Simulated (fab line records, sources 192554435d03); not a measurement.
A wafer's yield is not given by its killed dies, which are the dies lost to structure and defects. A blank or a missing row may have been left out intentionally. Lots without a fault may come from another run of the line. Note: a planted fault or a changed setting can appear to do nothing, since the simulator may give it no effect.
A single fault, viewed from 2 desks :: flow n5-finfet :: only its own numbers are on each desk; what lay behind them is given at the end

== FOR THE TOOL OWNER'S DESK: pecvd-02 ==
The tool's own readings at N5_BEOL_M11_ILD_DEP_00 (deposits SiCOH lowk from DEMS/porogen, target thk 308.51 nm, time 58 s): means of the sampled wafers that have a number, for each lot that ran on this tool. If a lot's mean is further than 4 standard deviations from the usual mean, the lot is out of limits and carries the mark OUT (the distance appears in the brackets).
Columns: A = heater-power-w at N5_BEOL_M11_ILD_DEP_00, usual 336 W; B = showerhead-plenum-p-Torr at N5_BEOL_M11_ILD_DEP_00, usual 5.732 Torr; C = showerhead-vpp-V at N5_BEOL_M11_ILD_DEP_00, usual 1364 V; D = throttle-valve-pct at N5_BEOL_M11_ILD_DEP_00, usual 13.9 %
lot: L375
first seen here: day 9 22:26
A: 300
B: 5.737
C: 1374
D: 13.3

lot: L385
first seen here: day 12 23:13
A: 310
B: 5.732
C: 1369
D: 13.5

lot: L388
first seen here: day 13 21:04
A: 298
B: 5.732
C: 1382
D: 13.7
This desk's verdict: no lot among the 3 shows anything out of limits.

== METROLOGY DESK ==
Lot by lot, what the gauges showed, no matter which tool ran the lot: averages of those sampled wafers that carry a number. If a lot's mean is further than 4 standard deviations from the usual mean, the lot is out of limits and carries the mark OUT (the distance appears in the brackets).
Columns: A = M10_RS at N5_BEOL_M10_RS_MEAS_57, usual 0.152 ohm/sq; B = M11_ILD_THK at N5_BEOL_M11_THK_MEAS_01, usual 269 nm
lot: L375
first seen here: day 9 22:22
A: 0.151
B: 263

lot: L378
first seen here: day 11 02:52
A: 0.149
B: 270

lot: L382
first seen here: day 11 17:32
A: 0.155
B: 268

lot: L385
first seen here: day 12 23:10
A: 0.154
B: 268

lot: L388
first seen here: day 13 20:59
A: 0.153
B: 264

lot: L392
first seen here: day 14 17:08
A: 0.149
B: 270

lot: L393
first seen here: day 14 20:07
A: 0.153
B: 268

lot: L394
first seen here: day 14 23:37
A: 0.156
B: 267

lot: L395
first seen here: day 15 07:59
A: 0.153
B: 268

lot: L396
first seen here: day 15 14:36
A: 0.155
B: 270
This desk's verdict: no lot among the 10 shows anything out of limits.

== TAKEN TOGETHER ==
Nothing out of limits was seen by the tool owner's desk.
The metrology desk saw nothing out of limits.

== WHAT THE SIMULATOR HAD INSERTED ==
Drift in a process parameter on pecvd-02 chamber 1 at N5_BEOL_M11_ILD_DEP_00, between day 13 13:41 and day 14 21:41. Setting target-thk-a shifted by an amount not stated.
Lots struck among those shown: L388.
